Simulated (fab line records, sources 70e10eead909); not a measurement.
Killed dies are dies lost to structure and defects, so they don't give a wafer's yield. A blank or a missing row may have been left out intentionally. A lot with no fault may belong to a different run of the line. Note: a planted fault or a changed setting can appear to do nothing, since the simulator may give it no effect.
Matching of chambers / flow nand_harc / NHARC_A_STAIRCASE_DEP_156 on pecvd-01: 3 sister chambers
The step deposits SiNx, target thk 50 nm. 3 wafers are shown with their chamber, then 7 later ones without.

WAFERS WITH THEIR CHAMBER
wafer=L091.5; chamber=1; showerhead_vpp_V (V)=1344
wafer=L092.1; chamber=0; showerhead_vpp_V (V)=1223
wafer=L092.4; chamber=2; showerhead_vpp_V (V)=1162

WAFERS WHOSE CHAMBER IS MISSING
wafer=L092.6; showerhead_vpp_V (V)=1340
wafer=L094.1; showerhead_vpp_V (V)=1196
wafer=L094.3; showerhead_vpp_V (V)=1168
wafer=L094.5; showerhead_vpp_V (V)=1191
wafer=L095.3; showerhead_vpp_V (V)=1359
wafer=L095.5; showerhead_vpp_V (V)=1166
wafer=L095.6; showerhead_vpp_V (V)=1340

THE CHAMBER EACH PASSED THROUGH
wafer=L092.6; from the rows above=1; in truth=1
wafer=L094.1; from the rows above=can't be placed: 0 or 2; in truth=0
wafer=L094.3; from the rows above=2; in truth=2
wafer=L094.5; from the rows above=can't be placed: 2 or 0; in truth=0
wafer=L095.3; from the rows above=1; in truth=1
wafer=L095.5; from the rows above=2; in truth=2
wafer=L095.6; from the rows above=1; in truth=1
5 of 7 placed correctly. These rows do not allow placing 2 (true chamber among the candidates in 2). Placed wrongly: 0.
How it was worked out, from the rows above alone: a wafer's distance from a chamber is the root of the sum, over the readings, of the square of ((its reading less the chamber's mean) divided by the reading's scatter). If the next closest chamber is less than 2 further off than the closest, the wafer can't be placed; otherwise it belongs to the closest. Each chamber's mean is taken over the wafers shown for it. The scatter (one wafer shown for each chamber): square how far every hidden wafer sits from the nearest shown wafer, average those squares and take the square root.
